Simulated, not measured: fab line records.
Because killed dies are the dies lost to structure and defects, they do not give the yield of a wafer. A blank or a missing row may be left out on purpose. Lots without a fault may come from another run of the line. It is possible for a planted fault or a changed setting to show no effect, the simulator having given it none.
Matching of chambers	flow n5 finfet	N5_BEOL_M8_ETCH_72 on rie diel-02 has 4 sister chambers
The step etches underlayer in N2/H2, target depth 6.5 nm, time 5.2 s. 8 wafers are shown with their chamber, then 7 later ones without.

== WAFERS PAIRED WITH THEIR CHAMBERS ==
wafer	chamber	drypump motor current A (A)	throttle valve pct (%)
L078.1	2	5.7	18.08
L083.1	2	5.7	18.10
L083.4	3	6.0	17.76
L086.3	0	6.3	17.61
L086.4	1	6.5	17.53
L086.5	1	6.5	17.53
L088.1	3	6.0	17.79
L088.3	0	6.2	17.64

== WAFERS WITH NO CHAMBER GIVEN ==
wafer	drypump motor current A (A)	throttle valve pct (%)
L088.6	6.0	17.78
L093.2	6.5	17.60
L093.4	6.5	17.56
L093.5	6.5	17.58
L097.4	6.3	17.14
L097.5	6.6	17.59
L097.6	5.7	18.13

== WHICH CHAMBER EACH WENT THROUGH ==
wafer	from the rows above	in truth
L088.6	3	3
L093.2	1	1
L093.4	1	1
L093.5	1	1
L097.4	1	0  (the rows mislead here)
L097.5	1	1
L097.6	2	2
Placed correctly: 6 of 7. Left unplaced by these rows: 0. Number placed wrongly: 1.
How it was worked out, from the rows above alone: a wafer's distance from a chamber is the root of the sum, over the readings, of the square of ((its reading less the chamber's mean) divided by the reading's scatter). The wafer belongs to the nearest chamber; if the next one is less than 2 further off, it can't be placed. For every chamber, the mean is computed from those of its wafers that are shown. The scatter: the root of (the sum of the squares of (reading less its chamber's mean) over the shown wafers, divided by (wafers less chambers)).
